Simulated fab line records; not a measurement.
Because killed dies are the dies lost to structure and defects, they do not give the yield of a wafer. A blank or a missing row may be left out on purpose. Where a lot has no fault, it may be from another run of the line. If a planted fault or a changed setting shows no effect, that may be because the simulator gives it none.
fab line records | flow nand_harc
[record] lots = 6 | wafers = 16 | last_day = 25
route steps=1159 shown A_M0@1005
lots untouched by any fault: they come from a run of this same line in which no faults occurred
start_h: the number of hours between the record's first day and the start of the first shown wafer of the lot | wait_h: hours since the lot's step before | " as in the row above | L1.1+2: a row that stands for several wafers | - no value, or no start given | * or withheld: withheld | < > ~ a bound
route shown NAME@n: NAME is a module with steps in the file, n the number in the route of the first one | usual: mean/standard deviation of fault-free wafers | same: alike in all rows | chamber/n: place in a boat | sites: the reading at each site | _std_site: standard deviation of those values | _edge_site: inner sites' mean taken away from outer sites' mean | radius_mm: how far each site lies from the wafer's centre | mask NAME#n: copy n | behind: tool/chamber where the wafer was last shaped | hold: reason for holding the lot/hours on hold/outcome of the hold | device: which transistor (n, p or np) failed to switch | end of line: the same wafers' tests at the end of the route | where a step has no rows: the recipe by itself | killed: at the first sort, the dies lost to defects and structure; wafer yield is something else | map: a wafer's dies, x killed, . not, _ none there
set.NAME: setting as actually run; set.NAME@STEP: the setting as run at that earlier step | model.NAME: the simulator's own value behind a step, which no gauge read
a table for each step, a row for each wafer; lots at some steps of the route
services: the hour from which a tool's chamber was out of use, counted from the record's first day as start_h (under 0 if before that day), plus the number of hours and why
[[steps]]
[step NHARC_A_M0_OVL_MEAS_10]
[recipe] pitch_nm = 160
[usual] overlay_x_nm = 0.0/0.72 | overlay_y_nm = -0.1/0.84
lot.wafer | tool       | chamber | start_h | wait_h | overlay_x_nm | overlay_y_nm
L547.1    | overlay-01 | -       | 416.91  | -      | -0.2         | -1.7
L547.3    | "          | -       | "       | "      | -0.3         | -1.4
L547.4    | "          | -       | "       | "      | -0.1         | -0.7
L551.2    | overlay-02 | -       | 435.98  | -      | 0.1          | -0.6
L551.4    | "          | -       | "       | "      | 0.3          | -0.1
L551.6    | "          | -       | "       | "      | 0.2          | -0.3
L558.4    | overlay-02 | -       | 467.97  | -      | 0.6          | 1.2
L558.5    | "          | -       | "       | "      | 0.0          | 1.0
L560.4    | overlay-01 | -       | 474.47  | -      | 0.8          | -0.1
L560.5    | "          | -       | "       | "      | 0.8          | -0.1
L563.1    | overlay-02 | -       | 516.16  | -      | 0.9          | 0.0
L563.2    | "          | -       | "       | "      | 1.2          | 0.1
L563.4    | "          | -       | "       | "      | 0.7          | -0.2
L569.1    | overlay-01 | -       | 556.21  | -      | 0.9          | -0.6
L569.4    | "          | -       | "       | "      | 0.9          | -0.6
L569.5    | "          | -       | "       | "      | 1.1          | -0.4
[step NHARC_A_M0_INSPECT_11]
[usual] raw_defect_count = 29/13
lot.wafer | tool              | chamber | start_h | wait_h | raw_defect_count
L547.1    | defect_inspect-01 | -       | 416.94  | 0.0    | 23
L547.3    | "                 | -       | "       | "      | 16
L547.4    | "                 | -       | "       | "      | 14
L551.2    | defect_inspect-01 | -       | 436.02  | 0.0    | 25
L551.4    | "                 | -       | "       | "      | 24
L551.6    | "                 | -       | "       | "      | 25
L558.4    | defect_inspect-01 | -       | 468.01  | 0.0    | 45
L558.5    | "                 | -       | "       | "      | 46
L560.4    | defect_inspect-01 | -       | 474.51  | 0.0    | 10
L560.5    | "                 | -       | "       | "      | 11
L563.1    | defect_inspect-02 | -       | 516.20  | 0.0    | 49
L563.2    | "                 | -       | "       | "      | 60
L563.4    | "                 | -       | "       | "      | 50
L569.1    | defect_inspect-02 | -       | 556.25  | 0.0    | 26
L569.4    | "                 | -       | "       | "      | 21
L569.5    | "                 | -       | "       | "      | 16
[step NHARC_A_M0_DESCUM_14]
[recipe] time_s = 3 | o2_flow_sccm = 200 | ar_flow_sccm = 0 | bias_power_w = 0 | chemistry = O2
[usual] drypump_motor_current_A = 5.7/0.57 | oes_product_au = 1.005/0.0086 | rf_vpp_V = 57.6/0.85 | showerhead_plenum_p_Torr = 1.90/0.06 | throttle_valve_pct = 11.311/0.0091
[same] bias_power_w = 0
lot.wafer | tool        | chamber | start_h | wait_h | drypump_motor_current_A | oes_product_au | rf_hours_counter_h | rf_vpp_V | showerhead_plenum_p_Torr | throttle_valve_pct
L547.4    | rie_diel-06 | 2       | 417.00  | 0.1    | 5.7                     | 1.014          | 11                 | 57.4     | 1.84                     | 11.327
L547.1    | "           | 3       | "       | "      | 6.7                     | 1.004          | 12                 | 57.6     | 1.85                     | 11.314
L547.3    | "           | 0       | "       | "      | 6.4                     | 1.005          | 11                 | 56.7     | 1.97                     | 11.328
L551.2    | rie_diel-08 | 2       | 436.09  | 0.1    | 6.3                     | 1.012          | 9                  | 58.9     | 1.88                     | 11.310
L551.4    | "           | 0       | "       | "      | 5.6                     | 1.008          | 11                 | 56.8     | 1.86                     | 11.299
L551.6    | "           | 1       | "       | "      | 5.7                     | 1.003          | -                  | 59.0     | 2.04                     | 11.307
L558.4    | rie_diel-06 | 3       | 468.07  | 0.1    | 6.7                     | 1.000          | 4                  | 56.7     | 1.84                     | 11.305
L558.5    | "           | 0       | "       | "      | 6.4                     | 0.996          | -                  | 58.5     | 1.97                     | 11.303
L560.4    | rie_diel-10 | 2       | 474.59  | 0.1    | 5.1                     | 0.989          | 8                  | 58.2     | 1.89                     | 11.318
L560.5    | "           | 0       | "       | "      | 5.6                     | 0.984          | -                  | 58.4     | 1.89                     | 11.295
L563.4    | rie_diel-10 | 1       | 516.26  | 0.1    | 5.3                     | 0.987          | 11                 | 57.8     | 1.94                     | 11.301
L563.2    | "           | 2       | "       | "      | 5.1                     | 0.995          | 11                 | 58.1     | 1.89                     | 11.330
L563.1    | "           | 3       | "       | "      | 6.8                     | 1.005          | 10                 | 55.5     | 1.84                     | 11.305
L569.4    | rie_diel-06 | 0       | 556.31  | 0.1    | 6.3                     | 1.005          | 10                 | 59.1     | 1.97                     | 11.316
L569.1    | "           | 3       | "       | "      | 6.7                     | 1.002          | 10                 | 58.2     | 1.84                     | 11.309
L569.5    | "           | 0       | "       | "      | 6.3                     | 1.000          | -                  | 57.8     | 1.97                     | 11.302
[step NHARC_A_M0_ETCH_34]
[recipe] target_depth_a = 400 | overetch_a = 120 | time_s = 43.94 | ion_energy_ev = 200 | n2_flow_sccm = 150 | h2_flow_sccm = 150 | ar_flow_sccm = 0 | rf_w = 400 | bias_w = 150 | chemistry = N2/H2
[usual] bias_w = 150.1/0.5 | drypump_motor_current_A = 5.8/0.57 | oes_product_au = 1.002/0.0083 | rf_vpp_V = 430.2/2.2 | showerhead_plenum_p_Torr = 2.03/0.072 | throttle_valve_pct = 14.171/0.0091
lot.wafer | tool        | chamber | start_h | wait_h | bias_w | drypump_motor_current_A | oes_product_au | rf_hours_counter_h | rf_vpp_V | showerhead_plenum_p_Torr | throttle_valve_pct
L547.1    | rie_diel-06 | 2       | 417.09  | 0.1    | 149.7  | 5.7                     | 1.003          | 11                 | 428.3    | 1.96                     | 14.170
L547.3    | "           | 0       | "       | "      | 151.0  | 6.4                     | 0.990          | 11                 | 434.1    | 2.10                     | 14.164
L547.4    | "           | 1       | "       | "      | 150.4  | 4.8                     | 0.999          | 12                 | 432.0    | 2.07                     | 14.174
L551.2    | rie_diel-08 | 0       | 436.16  | 0.1    | 150.1  | 5.6                     | 1.014          | 11                 | 428.7    | 1.99                     | 14.181
L551.4    | "           | 1       | "       | "      | 149.7  | 5.7                     | 1.001          | 11                 | 434.3    | 2.18                     | 14.165
L551.6    | "           | 0       | "       | "      | 149.7  | 5.5                     | 1.009          | -                  | 426.8    | 1.99                     | 14.162
L558.4    | rie_diel-06 | 2       | 468.17  | 0.1    | 149.4  | 5.7                     | 1.014          | 4                  | 429.3    | 1.96                     | 14.186
L558.5    | "           | 3       | "       | "      | 149.8  | 6.8                     | 1.004          | -                  | 428.7    | 1.96                     | 14.172
L560.4    | rie_diel-10 | 3       | 474.66  | 0.1    | 150.3  | 6.8                     | 1.006          | 8                  | 428.1    | 1.96                     | 14.177
L560.5    | "           | 3       | "       | "      | 149.8  | 6.8                     | 1.001          | -                  | 428.3    | 1.96                     | 14.183
L563.1    | rie_diel-10 | 1       | 516.35  | 0.1    | 150.2  | 5.3                     | 0.999          | 11                 | 431.2    | 2.07                     | 14.156
L563.4    | "           | 3       | "       | "      | 150.7  | 6.8                     | 0.997          | 10                 | 427.6    | 1.96                     | 14.184
L563.2    | "           | 0       | "       | "      | 149.5  | 5.6                     | 0.988          | 11                 | 430.8    | 2.01                     | 14.182
L569.4    | rie_diel-06 | 3       | 556.39  | 0.1    | 149.9  | 6.8                     | 0.997          | 10                 | 427.9    | 1.96                     | 14.177
L569.1    | "           | 1       | "       | "      | 150.9  | 4.8                     | 0.987          | 8                  | 430.7    | 2.06                     | 14.159
L569.5    | "           | 3       | "       | "      | 149.1  | 6.8                     | 0.994          | -                  | 429.6    | 1.96                     | 14.175
[step NHARC_A_M0_ETCH_15]
[recipe] target_depth_a = 1500 | overetch_a = 150 | time_s = 82.5 | c4f8_flow_sccm = withheld | ar_flow_sccm = 400 | rf_w = 600 | bias_w = 300 | chemistry = C4F8/Ar
[step NHARC_A_M0_CD_MEAS_16]
[usual] cd_nm = 79.7/0.55
lot.wafer | tool      | chamber | start_h | wait_h | cd_nm
L547.1    | cd_sem-01 | -       | 417.30  | -      | 79.9
L547.3    | "         | -       | "       | "      | 80.4
L547.4    | "         | -       | "       | "      | 80.0
L551.2    | cd_sem-01 | -       | 436.38  | -      | 80.2
L551.4    | "         | -       | "       | "      | 78.7
L551.6    | "         | -       | "       | "      | 79.1
L558.4    | cd_sem-02 | -       | 468.38  | -      | 78.5
L558.5    | "         | -       | "       | "      | 79.0
L560.4    | cd_sem-01 | -       | 474.87  | -      | 80.0
L560.5    | "         | -       | "       | "      | 79.4
L563.1    | cd_sem-03 | -       | 516.56  | -      | 80.6
L563.2    | "         | -       | "       | "      | 79.6
L563.4    | "         | -       | "       | "      | 79.6
L569.1    | cd_sem-03 | -       | 556.61  | -      | 80.4
L569.4    | "         | -       | "       | "      | 79.7
L569.5    | "         | -       | "       | "      | 79.9
[step NHARC_A_M0_STRIP_18]
[recipe] power_w = 1000 | n2_flow_sccm = 150 | h2_flow_sccm = 150 | ar_flow_sccm = 0 | bias_w = 0 | chemistry = N2/H2
[usual] drypump_motor_current_A = 5.7/0.63 | oes_product_au = 0.998/0.0093 | rf_vpp_V = 90.5/0.91 | showerhead_plenum_p_Torr = 2.02/0.058 | throttle_valve_pct = 14.172/0.01
[same] bias_w = 0
lot.wafer | tool        | chamber | start_h | wait_h | drypump_motor_current_A | oes_product_au | rf_hours_counter_h | rf_vpp_V | showerhead_plenum_p_Torr | throttle_valve_pct
L547.4    | rie_diel-10 | 3       | 417.39  | 0.1    | 6.8                     | 1.001          | 3                  | 89.5     | 1.96                     | 14.177
L547.1    | "           | 0       | "       | "      | 5.6                     | 0.998          | 4                  | 90.2     | 2.01                     | 14.163
L547.3    | "           | 2       | "       | "      | 5.1                     | 1.003          | 3                  | 91.5     | 2.01                     | 14.185
L551.2    | rie_diel-08 | 3       | 436.45  | 0.1    | 5.2                     | 1.003          | 10                 | 90.4     | 2.00                     | 14.156
L551.4    | "           | 2       | "       | "      | 6.3                     | 1.009          | 9                  | 91.3     | 2.01                     | 14.174
L551.6    | "           | 0       | "       | "      | 5.6                     | 1.007          | -                  | 89.2     | 1.99                     | 14.185
L558.4    | rie_diel-10 | 0       | 468.53  | 0.2    | 5.6                     | 0.997          | 8                  | 91.4     | 2.01                     | 14.159
L558.5    | "           | 2       | "       | "      | 5.1                     | 0.987          | -                  | 91.2     | 2.01                     | 14.169
L560.4    | rie_diel-08 | 0       | 474.99  | 0.1    | 5.6                     | 1.005          | 14                 | 90.1     | 1.98                     | 14.160
L560.5    | "           | 3       | "       | "      | 5.2                     | 0.993          | -                  | 91.1     | 2.00                     | 14.162
L563.4    | rie_diel-06 | 1       | 516.63  | 0.1    | 4.8                     | 1.007          | 5                  | 90.0     | 2.07                     | 14.159
L563.2    | "           | 3       | "       | "      | 6.7                     | 1.011          | 6                  | 90.1     | 1.96                     | 14.181
L563.1    | "           | 0       | "       | "      | 6.4                     | 1.003          | 7                  | 92.2     | 2.10                     | 14.181
L569.4    | rie_diel-10 | 0       | 556.68  | 0.1    | 5.6                     | 0.997          | 2                  | 91.8     | 2.01                     | 14.174
L569.1    | "           | 3       | "       | "      | 6.8                     | 0.997          | 2                  | 89.0     | 1.96                     | 14.171
L569.5    | "           | 0       | "       | "      | 5.6                     | 0.994          | -                  | 90.1     | 2.01                     | 14.184
[step NHARC_A_M0_STRIP_19]
[recipe] time_s = 600 | temp_c = 30 | chemistry = post_etch_residue_remover
[step NHARC_A_M0_DEGAS_28]
[recipe] temp_c = 250 | time_s = 60
[usual] heater_power_w = 321/31
lot.wafer | tool           | chamber | start_h | wait_h | heater_power_w
L547.1    | pvd_sputter-01 | -       | 417.93  | -      | 278
L547.3    | "              | -       | "       | "      | 346
L547.4    | "              | -       | "       | "      | 345
L551.4    | pvd_sputter-01 | -       | 436.99  | -      | 279
L551.2    | "              | -       | "       | "      | 364
L551.6    | "              | -       | "       | "      | 347
L558.4    | pvd_sputter-01 | -       | 469.01  | -      | 361
L558.5    | "              | -       | "       | "      | 334
L560.4    | pvd_sputter-01 | -       | 475.48  | -      | 361
L560.5    | "              | -       | "       | "      | 275
L563.2    | pvd_sputter-03 | -       | 517.20  | -      | 324
L563.4    | "              | -       | "       | "      | 334
L563.1    | "              | -       | "       | "      | 283
L569.1    | pvd_sputter-02 | -       | 557.23  | -      | 342
L569.4    | "              | -       | "       | "      | 307
L569.5    | "              | -       | "       | "      | 364
[step NHARC_A_M0_PRE_CLEAN_29]
[recipe] time_s = 30 | temp_c = 280 | gas = H2/He
[step NHARC_A_M0_PVD_20]
[recipe] target_thk_a = 50 | bias_v = 168.6 | power_w = 15000 | chamber_pressure_pa = 0.12 | time_s = 8.06 | substrate_temp_c = 50 | material = TaN
[step NHARC_A_M0_PVD_21]
[recipe] target_thk_a = 300 | chamber_pressure_pa = 5 | power_w = 5000 | substrate_temp_c = 30 | time_s = 20.49 | material = Cu
[step NHARC_A_M0_ECD_22]
[recipe] target_thk_a = 4000 | bath_temp_c = 25 | material = Cu
lot.wafer  | tool      | chamber | start_h | wait_h
L547.1+4+3 | ecd_cu-01 | 1,0,1   | 418.34  | -
L551.2+4+6 | ecd_cu-02 | 0,1,1   | 437.38  | -
L558.4+5   | ecd_cu-02 | 0       | 469.47  | -
L560.4+5   | ecd_cu-02 | 1,0     | 476.00  | -
L563.1+2+4 | ecd_cu-01 | 1,0,1   | 517.55  | -
L569.1+4+5 | ecd_cu-01 | 0,1,1   | 557.68  | -
[step NHARC_A_M0_ANNEAL_30]
[recipe] temp_c = 225 | time_s = 90
[usual] wafer_temp_C_max = 225.95/0.22
lot.wafer | tool          | chamber | start_h | wait_h | wafer_temp_C_max
L547.1    | rtp_anneal-01 | 0       | 418.67  | -      | 226.41
L547.3    | "             | 0       | "       | "      | 226.09
L547.4    | "             | 0       | "       | "      | 226.13
L551.2    | rtp_anneal-02 | 0       | 437.81  | -      | 225.73
L551.4    | "             | 0       | "       | "      | 225.55
L551.6    | "             | 0       | "       | "      | 225.78
L558.4    | rtp_anneal-01 | 0       | 469.91  | -      | 225.83
L558.5    | "             | 0       | "       | "      | 225.89
L560.4    | rtp_anneal-02 | 0       | 476.39  | 0.3    | 225.94
L560.5    | "             | 0       | "       | "      | 226.25
L563.1    | rtp_anneal-02 | 0       | 517.93  | 0.3    | 225.83
L563.2    | "             | 0       | "       | "      | 225.81
L563.4    | "             | 0       | "       | "      | 225.59
L569.1    | rtp_anneal-01 | 0       | 558.01  | 0.3    | 226.22
L569.4    | "             | 0       | "       | "      | 226.37
L569.5    | "             | 0       | "       | "      | 226.21
[step NHARC_A_M0_CMP_23]
[recipe] t_overpolish_s = 20 | target_thk_nm = 113.75
[usual] motor_current_A = 12.7/1.4 | slurry_filter_dp_kPa = 13.50/0.14 | time_to_endpoint_s = 28.4/2.2
lot.wafer | tool   | chamber | start_h | wait_h | motor_current_A | slurry_filter_dp_kPa | time_to_endpoint_s
L547.4    | cmp-01 | 3       | 419.02  | -      | 13.4            | 13.40                | 26.6
L547.3    | "      | 1       | "       | "      | 12.3            | 13.49                | 27.4
L547.1    | "      | 2       | "       | "      | 11.8            | 13.76                | 26.6
L551.2    | cmp-02 | 1       | 438.10  | -      | 12.7            | 13.48                | 29.8
L551.4    | "      | 0       | "       | "      | 12.5            | 13.41                | 27.7
L551.6    | "      | 2       | "       | "      | 12.9            | 13.50                | 27.3
L558.4    | cmp-04 | 1       | 470.10  | -      | 11.5            | 13.45                | 7.6
L558.5    | "      | 1       | "       | "      | 11.8            | 13.59                | 31.0
L560.4    | cmp-02 | 1       | 476.58  | -      | 13.3            | 13.70                | 9.7
L560.5    | "      | 1       | "       | "      | 13.3            | 13.45                | 29.2
L563.4    | cmp-04 | 0       | 518.30  | -      | 10.6            | 13.56                | 27.3
L563.2    | "      | 1       | "       | "      | 12.1            | 13.46                | 28.2
L563.1    | "      | 2       | "       | "      | 15.0            | 13.61                | 28.0
L569.4    | cmp-01 | 3       | 558.35  | -      | 13.7            | 13.52                | 31.1
L569.1    | "      | 1       | "       | "      | 12.4            | 13.61                | 29.2
L569.5    | "      | 3       | "       | "      | 13.6            | 13.28                | 31.6
[[services]]
tool           | chamber | start_h | hours | kind
cmp-02         | -       | 393.90  | 2.7   | repair
rie_diel-06    | 2       | 400.48  | 4.6   | repair
cmp-04         | -       | 400.92  | 4.0   | pm
cmp-01         | -       | 406.88  | 0.6   | repair
rie_diel-08    | -       | 413.72  | 0.9   | repair
rie_diel-06    | -       | 418.20  | 9.0   | pm
cmp-02         | -       | 429.16  | 4.0   | pm
pvd_sputter-01 | -       | 439.15  | 11.9  | repair
rie_diel-06    | 1       | 446.98  | 3.9   | repair
ecd_cu-01      | -       | 448.37  | 8.0   | pm
rie_diel-06    | 2       | 454.07  | 2.7   | repair
pvd_sputter-03 | -       | 458.23  | 10.0  | pm
cmp-01         | -       | 473.53  | 4.0   | pm
rie_diel-08    | -       | 478.80  | 9.0   | pm
cmp-04         | -       | 498.92  | 4.0   | pm
cmp-01         | -       | 506.44  | 0.8   | repair
pvd_sputter-01 | -       | 516.10  | 10.0  | pm
cmp-04         | -       | 518.80  | 1.2   | repair
cmp-02         | -       | 527.16  | 4.0   | pm
rie_diel-10    | -       | 530.50  | 9.0   | pm
ecd_cu-02      | -       | 532.27  | 8.0   | pm
ecd_cu-02      | -       | 541.13  | 0.8   | repair
rie_diel-08    | -       | 548.18  | 2.2   | repair
cmp-01         | -       | 548.57  | 1.0   | repair
[[key]]
[first_sign] step = NHARC_A_M0_CMP_23 | reading = time_to_endpoint_s | direction = down | sigmas = 9.1 | usual = * | struck = *
effect none on later readings
met_at NHARC_A_M0_ECD_22
struck_wafers L558.4,L560.4
later_rows_left_out L558.4,L560.4
sort_left_out L558.4,L560.4
onset_between 437.38 469.47
[fault] kind = process_parameter_drift | tool = ecd_cu-02 | chamber = - | onset_h = 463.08 | steps = NHARC_A_M0_ECD_22 | channel = target_thk_a | offset = * | shape = step | end_h = 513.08 | scope = struck_wafers_only | acts_in = * | stated = *
// sort_left_out: the simulated sort isn't trusted on such a fault, so these wafers' sort isn't shown, and their yield isn't known
// later_rows_left_out: the simulator's readings of these wafers behind a module that went badly wrong aren't trusted and aren't shown, but for the sort
